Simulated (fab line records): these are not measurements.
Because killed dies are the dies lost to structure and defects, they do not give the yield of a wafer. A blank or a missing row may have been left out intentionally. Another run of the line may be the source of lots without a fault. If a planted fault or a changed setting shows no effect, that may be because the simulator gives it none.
Which of the tools did it? || flow n5-finfet || 10 lots, 30 wafers sampled, at 5 steps of a route of 1938

## WHAT THE GAUGES SHOWED, per wafer
N5_BEOL_M4_RC_MEAS_101. Usual: DIBL_N 36.3 mV/V, standard deviation 1.2; DIBL_P 36.3 mV/V, standard deviation 1.4; IOFF_N 0.160 nA/um, standard deviation 0.02; IOFF_P 0.210 nA/um, standard deviation 0.025; ION_N 675 uA/um, standard deviation 9.5; ION_P 462 uA/um, standard deviation 7; SS_N 71.5 mV/dec, standard deviation 0.53; SS_P 73.4 mV/dec, standard deviation 0.55; VT_N 249.5 mV, standard deviation 2.6; VT_P -250.1 mV, standard deviation 2.9.
{"lot": "L574", "measured": "day 8 23:34", "on": "prober-01", "DIBL_N (mV/V)": "34.6 34.2 36.5", "DIBL_P (mV/V)": "33.6 32.9 36.7", "IOFF_N (nA/um)": "0.135 0.121 0.167", "IOFF_P (nA/um)": "0.161 0.154 0.203", "ION_N (uA/um)": "666 663 674", "ION_P (uA/um)": "450 452 462", "SS_N (mV/dec)": "72.3 71.7 72.4", "SS_P (mV/dec)": "72.7 73.2 73.9", "VT_N (mV)": "252.2 251.1 250.2", "VT_P (mV)": "-252.7 -256.1 -251.2", "flag": ""}
{"lot": "L573", "measured": "day 9 03:32", "on": "prober-01", "DIBL_N (mV/V)": "36.1 35.3 34.3", "DIBL_P (mV/V)": "36.3 35.3 34.0", "IOFF_N (nA/um)": "0.164 0.164 0.140", "IOFF_P (nA/um)": "0.226 0.217 0.194", "ION_N (uA/um)": "678 682 667", "ION_P (uA/um)": "466 462 458", "SS_N (mV/dec)": "71.2 71.3 70.9", "SS_P (mV/dec)": "72.9 73.2 73.2", "VT_N (mV)": "249.9 249.6 252.4", "VT_P (mV)": "-248.1 -246.8 -250.2", "flag": ""}
{"lot": "L580", "measured": "day 10 04:59", "on": "prober-02", "DIBL_N (mV/V)": "35.0 36.5 34.5", "DIBL_P (mV/V)": "36.0 37.3 36.1", "IOFF_N (nA/um)": "0.131 0.165 0.131", "IOFF_P (nA/um)": "0.170 0.196 0.177", "ION_N (uA/um)": "653 668 650", "ION_P (uA/um)": "447 458 446", "SS_N (mV/dec)": "71.3 72.1 71.4", "SS_P (mV/dec)": "72.8 74.0 74.1", "VT_N (mV)": "253.0 248.6 252.1", "VT_P (mV)": "-252.7 -252.3 -253.2", "flag": ""}
{"lot": "L583", "measured": "day 12 02:34", "on": "prober-01", "DIBL_N (mV/V)": "37.4 38.1 38.0", "DIBL_P (mV/V)": "37.5 37.9 37.0", "IOFF_N (nA/um)": "0.188 0.201 0.192", "IOFF_P (nA/um)": "0.264 0.283 0.258", "ION_N (uA/um)": "683 684 691", "ION_P (uA/um)": "474 473 472", "SS_N (mV/dec)": "71.3 71.3 71.4", "SS_P (mV/dec)": "72.9 73.1 73.5", "VT_N (mV)": "245.9 244.1 246.1", "VT_P (mV)": "-243.1 -245.8 -245.2", "flag": ""}
{"lot": "L584", "measured": "day 12 18:58", "on": "prober-02", "DIBL_N (mV/V)": "35.2 35.2 36.1", "DIBL_P (mV/V)": "34.7 36.1 36.3", "IOFF_N (nA/um)": "0.131 0.147 0.147", "IOFF_P (nA/um)": "0.185 0.210 0.188", "ION_N (uA/um)": "658 684 664", "ION_P (uA/um)": "450 468 453", "SS_N (mV/dec)": "71.7 70.9 71.8", "SS_P (mV/dec)": "73.8 73.9 73.7", "VT_N (mV)": "254.0 251.6 252.1", "VT_P (mV)": "-251.0 -248.5 -253.5", "flag": ""}
{"lot": "L585", "measured": "day 12 23:57", "on": "prober-02", "DIBL_N (mV/V)": "36.9 36.4 35.2", "DIBL_P (mV/V)": "36.0 36.5 34.8", "IOFF_N (nA/um)": "0.189 0.184 0.161", "IOFF_P (nA/um)": "0.241 0.248 0.212", "ION_N (uA/um)": "691 687 682", "ION_P (uA/um)": "476 469 465", "SS_N (mV/dec)": "72.0 71.9 71.8", "SS_P (mV/dec)": "73.2 73.6 73.0", "VT_N (mV)": "243.7 244.9 248.2", "VT_P (mV)": "-246.1 -246.3 -247.9", "flag": ""}
{"lot": "L587", "measured": "day 13 23:42", "on": "prober-02", "DIBL_N (mV/V)": "36.7 38.7 35.9", "DIBL_P (mV/V)": "36.2 38.6 35.9", "IOFF_N (nA/um)": "0.163 0.209 0.159", "IOFF_P (nA/um)": "0.195 0.239 0.207", "ION_N (uA/um)": "665 682 675", "ION_P (uA/um)": "451 460 461", "SS_N (mV/dec)": "71.7 72.5 72.3", "SS_P (mV/dec)": "73.4 73.7 73.2", "VT_N (mV)": "248.8 246.4 248.9", "VT_P (mV)": "-249.6 -246.2 -251.1", "flag": ""}
{"lot": "L588", "measured": "day 14 05:13", "on": "prober-01", "DIBL_N (mV/V)": "36.4 35.2 37.0", "DIBL_P (mV/V)": "36.7 36.0 38.2", "IOFF_N (nA/um)": "0.158 0.150 0.183", "IOFF_P (nA/um)": "0.191 0.186 0.222", "ION_N (uA/um)": "683 678 688", "ION_P (uA/um)": "464 459 469", "SS_N (mV/dec)": "72.2 72.1 72.0", "SS_P (mV/dec)": "73.5 72.6 74.2", "VT_N (mV)": "251.5 249.7 247.0", "VT_P (mV)": "-252.5 -253.6 -250.8", "flag": ""}
{"lot": "L590", "measured": "day 15 05:05", "on": "prober-02", "DIBL_N (mV/V)": "37.2 35.2 37.3", "DIBL_P (mV/V)": "34.9 33.0 35.3", "IOFF_N (nA/um)": "0.162 0.126 0.164", "IOFF_P (nA/um)": "0.192 0.172 0.212", "ION_N (uA/um)": "673 674 678", "ION_P (uA/um)": "456 459 460", "SS_N (mV/dec)": "71.7 71.4 71.6", "SS_P (mV/dec)": "73.2 73.3 73.9", "VT_N (mV)": "248.4 256.2 250.0", "VT_P (mV)": "-251.6 -251.6 -249.3", "flag": ""}
{"lot": "L596", "measured": "day 15 20:00", "on": "prober-01", "DIBL_N (mV/V)": "33.8 35.6 36.2", "DIBL_P (mV/V)": "35.9 36.3 37.2", "IOFF_N (nA/um)": "0.157 0.190 0.183", "IOFF_P (nA/um)": "0.187 0.194 0.204", "ION_N (uA/um)": "675 668 668", "ION_P (uA/um)": "459 452 452", "SS_N (mV/dec)": "70.8 71.2 71.7", "SS_P (mV/dec)": "73.3 73.7 74.0", "VT_N (mV)": "248.4 248.9 250.5", "VT_P (mV)": "-252.7 -254.3 -252.4", "flag": ""}

## WHAT TOOL EACH LOT RAN ON (gives the tool, then ch and the chambers of the sampled wafers, and finally the start)
{"lot": "L574", "N5_BEOL_M2_PRE_CLEAN_45": "pvd-sputter-03, day 7 22:13", "N5_BEOL_M2_CVD_47": "cvd-co-01 ch 0,2, day 7 22:34", "N5_BEOL_M2_ANNEAL_49": "pvd-sputter-01, day 7 23:01", "N5_BEOL_M2_ANNEAL_80": "pvd-sputter-01, day 7 23:14"}
{"lot": "L573", "N5_BEOL_M2_PRE_CLEAN_45": "pvd-sputter-03, day 8 02:23", "N5_BEOL_M2_CVD_47": "cvd-co-01 ch 0,2, day 8 02:49", "N5_BEOL_M2_ANNEAL_49": "pvd-sputter-01, day 8 03:03", "N5_BEOL_M2_ANNEAL_80": "pvd-sputter-01, day 8 03:16"}
{"lot": "L580", "N5_BEOL_M2_PRE_CLEAN_45": "pvd-sputter-03, day 8 17:58", "N5_BEOL_M2_CVD_47": "cvd-co-02 ch 1,2, day 8 18:25", "N5_BEOL_M2_ANNEAL_49": "pvd-sputter-03, day 8 18:53", "N5_BEOL_M2_ANNEAL_80": "pvd-sputter-03, day 8 19:06"}
{"lot": "L583", "N5_BEOL_M2_PRE_CLEAN_45": "pvd-sputter-03, day 9 17:32", "N5_BEOL_M2_CVD_47": "cvd-co-01 ch 0,1,2, day 9 18:01", "N5_BEOL_M2_ANNEAL_49": "pvd-sputter-01, day 9 18:16", "N5_BEOL_M2_ANNEAL_80": "pvd-sputter-01, day 9 18:29"}
{"lot": "L584", "N5_BEOL_M2_PRE_CLEAN_45": "pvd-sputter-02, day 9 22:10", "N5_BEOL_M2_CVD_47": "cvd-co-02 ch 0,1, day 9 22:35", "N5_BEOL_M2_ANNEAL_49": "pvd-sputter-02, day 9 22:58", "N5_BEOL_M2_ANNEAL_80": "pvd-sputter-02, day 9 23:11"}
{"lot": "L585", "N5_BEOL_M2_PRE_CLEAN_45": "pvd-sputter-03, day 10 05:10", "N5_BEOL_M2_CVD_47": "cvd-co-01 ch 0,2, day 10 07:12", "N5_BEOL_M2_ANNEAL_49": "pvd-sputter-01, day 10 07:29", "N5_BEOL_M2_ANNEAL_80": "pvd-sputter-01, day 10 07:43"}
{"lot": "L587", "N5_BEOL_M2_PRE_CLEAN_45": "pvd-sputter-02, day 12 06:31", "N5_BEOL_M2_CVD_47": "cvd-co-01 ch 1,2, day 12 06:56", "N5_BEOL_M2_ANNEAL_49": "pvd-sputter-02, day 12 07:19", "N5_BEOL_M2_ANNEAL_80": "pvd-sputter-02, day 12 07:32"}
{"lot": "L588", "N5_BEOL_M2_PRE_CLEAN_45": "pvd-sputter-01, day 12 06:56", "N5_BEOL_M2_CVD_47": "cvd-co-01 ch 1,2, day 12 07:17", "N5_BEOL_M2_ANNEAL_49": "pvd-sputter-01, day 12 07:32", "N5_BEOL_M2_ANNEAL_80": "pvd-sputter-01, day 12 07:45"}
{"lot": "L590", "N5_BEOL_M2_PRE_CLEAN_45": "pvd-sputter-01, day 13 04:04", "N5_BEOL_M2_CVD_47": "cvd-co-01 ch 1,2, day 13 06:28", "N5_BEOL_M2_ANNEAL_49": "pvd-sputter-01, day 13 06:44", "N5_BEOL_M2_ANNEAL_80": "pvd-sputter-01, day 13 06:58"}
{"lot": "L596", "N5_BEOL_M2_PRE_CLEAN_45": "pvd-sputter-01, day 13 10:47", "N5_BEOL_M2_CVD_47": "cvd-co-02 ch 0,1, day 13 12:57", "N5_BEOL_M2_ANNEAL_49": "pvd-sputter-01, day 13 13:16", "N5_BEOL_M2_ANNEAL_80": "pvd-sputter-01, day 13 13:29"}
- N5_BEOL_M2_PRE_CLEAN_45: time 30 s.
- N5_BEOL_M2_CVD_47: deposits Co from CCTBA/H2, target thk 3 nm, time 223.8 s.
- N5_BEOL_M2_ANNEAL_49: time 240 s.
- N5_BEOL_M2_ANNEAL_80: time 240 s.

## WHAT THE TOOLS THEMSELVES READ (means of the sampled wafers that have a number; where no wafer has one, the mark that the record gives instead)
N5_BEOL_M2_PRE_CLEAN_45. Usual: heater-power-w at 311 W, with a standard deviation of 40.
{"lot": "L574", "tool": "pvd-sputter-03", "heater-power-w (W)": 282, "flag": ""}
{"lot": "L573", "tool": "pvd-sputter-03", "heater-power-w (W)": 293, "flag": ""}
{"lot": "L580", "tool": "pvd-sputter-03", "heater-power-w (W)": 321, "flag": ""}
{"lot": "L583", "tool": "pvd-sputter-03", "heater-power-w (W)": 278, "flag": ""}
{"lot": "L584", "tool": "pvd-sputter-02", "heater-power-w (W)": 296, "flag": ""}
{"lot": "L585", "tool": "pvd-sputter-03", "heater-power-w (W)": 333, "flag": ""}
{"lot": "L587", "tool": "pvd-sputter-02", "heater-power-w (W)": 318, "flag": ""}
{"lot": "L588", "tool": "pvd-sputter-01", "heater-power-w (W)": 319, "flag": ""}
{"lot": "L590", "tool": "pvd-sputter-01", "heater-power-w (W)": 299, "flag": ""}
{"lot": "L596", "tool": "pvd-sputter-01", "heater-power-w (W)": 312, "flag": ""}

N5_BEOL_M2_CVD_47. Usual: chamber-pressure-Torr 29.99 Torr, standard deviation 0.064; run-length-s 246.6 s, standard deviation 0.42.
{"lot": "L574", "tool": "cvd-co-01", "chamber-pressure-Torr (Torr)": 29.99, "run-length-s (s)": 247.0, "flag": ""}
{"lot": "L573", "tool": "cvd-co-01", "chamber-pressure-Torr (Torr)": 30.01, "run-length-s (s)": 246.5, "flag": ""}
{"lot": "L580", "tool": "cvd-co-02", "chamber-pressure-Torr (Torr)": 30.02, "run-length-s (s)": 247.0, "flag": ""}
{"lot": "L583", "tool": "cvd-co-01", "chamber-pressure-Torr (Torr)": 29.98, "run-length-s (s)": 246.6, "flag": ""}
{"lot": "L584", "tool": "cvd-co-02", "chamber-pressure-Torr (Torr)": 29.94, "run-length-s (s)": 247.2, "flag": ""}
{"lot": "L585", "tool": "cvd-co-01", "chamber-pressure-Torr (Torr)": 30.02, "run-length-s (s)": 246.8, "flag": ""}
{"lot": "L587", "tool": "cvd-co-01", "chamber-pressure-Torr (Torr)": 29.94, "run-length-s (s)": 225.4, "flag": "OFF"}
{"lot": "L588", "tool": "cvd-co-01", "chamber-pressure-Torr (Torr)": 30.05, "run-length-s (s)": 225.3, "flag": "OFF"}
{"lot": "L590", "tool": "cvd-co-01", "chamber-pressure-Torr (Torr)": 30.07, "run-length-s (s)": 203.6, "flag": "OFF"}
{"lot": "L596", "tool": "cvd-co-02", "chamber-pressure-Torr (Torr)": 29.95, "run-length-s (s)": 246.5, "flag": ""}

N5_BEOL_M2_ANNEAL_49. Usual: heater-power-w 783 W, standard deviation 86; susceptor_temp_C_max 401.0, standard deviation 0.36.
{"lot": "L574", "tool": "pvd-sputter-01", "heater-power-w (W)": 761, "susceptor_temp_C_max": 400.8, "flag": ""}
{"lot": "L573", "tool": "pvd-sputter-01", "heater-power-w (W)": 787, "susceptor_temp_C_max": 400.9, "flag": ""}
{"lot": "L580", "tool": "pvd-sputter-03", "heater-power-w (W)": 800, "susceptor_temp_C_max": 401.1, "flag": ""}
{"lot": "L583", "tool": "pvd-sputter-01", "heater-power-w (W)": 780, "susceptor_temp_C_max": 400.9, "flag": ""}
{"lot": "L584", "tool": "pvd-sputter-02", "heater-power-w (W)": 828, "susceptor_temp_C_max": 400.8, "flag": ""}
{"lot": "L585", "tool": "pvd-sputter-01", "heater-power-w (W)": 740, "susceptor_temp_C_max": 400.7, "flag": ""}
{"lot": "L587", "tool": "pvd-sputter-02", "heater-power-w (W)": 782, "susceptor_temp_C_max": 400.8, "flag": ""}
{"lot": "L588", "tool": "pvd-sputter-01", "heater-power-w (W)": 756, "susceptor_temp_C_max": 401.2, "flag": ""}
{"lot": "L590", "tool": "pvd-sputter-01", "heater-power-w (W)": 788, "susceptor_temp_C_max": 400.7, "flag": ""}
{"lot": "L596", "tool": "pvd-sputter-01", "heater-power-w (W)": 799, "susceptor_temp_C_max": 400.7, "flag": ""}

N5_BEOL_M2_ANNEAL_80. Usual: heater-power-w 784 W, standard deviation 86; susceptor_temp_C_max 401.0, standard deviation 0.39.
{"lot": "L574", "tool": "pvd-sputter-01", "heater-power-w (W)": 767, "susceptor_temp_C_max": 401.1, "flag": ""}
{"lot": "L573", "tool": "pvd-sputter-01", "heater-power-w (W)": 777, "susceptor_temp_C_max": 401.3, "flag": ""}
{"lot": "L580", "tool": "pvd-sputter-03", "heater-power-w (W)": 802, "susceptor_temp_C_max": 401.4, "flag": ""}
{"lot": "L583", "tool": "pvd-sputter-01", "heater-power-w (W)": 766, "susceptor_temp_C_max": 400.8, "flag": ""}
{"lot": "L584", "tool": "pvd-sputter-02", "heater-power-w (W)": 822, "susceptor_temp_C_max": 400.9, "flag": ""}
{"lot": "L585", "tool": "pvd-sputter-01", "heater-power-w (W)": 730, "susceptor_temp_C_max": 401.0, "flag": ""}
{"lot": "L587", "tool": "pvd-sputter-02", "heater-power-w (W)": 795, "susceptor_temp_C_max": 400.9, "flag": ""}
{"lot": "L588", "tool": "pvd-sputter-01", "heater-power-w (W)": 758, "susceptor_temp_C_max": 400.9, "flag": ""}
{"lot": "L590", "tool": "pvd-sputter-01", "heater-power-w (W)": 788, "susceptor_temp_C_max": 400.5, "flag": ""}
{"lot": "L596", "tool": "pvd-sputter-01", "heater-power-w (W)": 813, "susceptor_temp_C_max": 401.0, "flag": ""}

## THE ANSWER, worked out from the rows above alone
Rule: take the mean of a lot's wafers that have a number; if it is more than 3 standard deviations from the usual mean, the lot is off. A lot without any number at a reading at which 4 lots or more have one is off too. Any other lot the step has rows for is counted as sound. After the gauges, taken in route order, come the tools' own readings; for these a lot's mean is taken, as printed above. At the first step where some lot is off, the reading lying furthest off is the one used; lots without a number count as furthest.
Off at N5_BEOL_M2_CVD_47 (run-length-s): L587, L588, L590.
A tool fits if, at that step or a process step before it, it ran every lot that is off, and no sound lot after the first of them. One fits: N5_BEOL_M2_CVD_47 on cvd-co-01. A fault onset in the window from L585 (day 10 07:12, its last sound lot) to L587 (day 12 06:56, its first lot off) fits.
The tool's own readings at N5_BEOL_M2_CVD_47 bear it out: on the lots that are off they differ by more than 5 times the standard deviation of the sound lots' means. run-length-s reads 218.1 s there against 246.8 s on the sound lots.

## WHAT THE SIMULATOR HAD PUT IN
cvd-co-01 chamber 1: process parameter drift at N5_BEOL_M2_CVD_47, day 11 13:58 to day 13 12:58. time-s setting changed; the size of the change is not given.
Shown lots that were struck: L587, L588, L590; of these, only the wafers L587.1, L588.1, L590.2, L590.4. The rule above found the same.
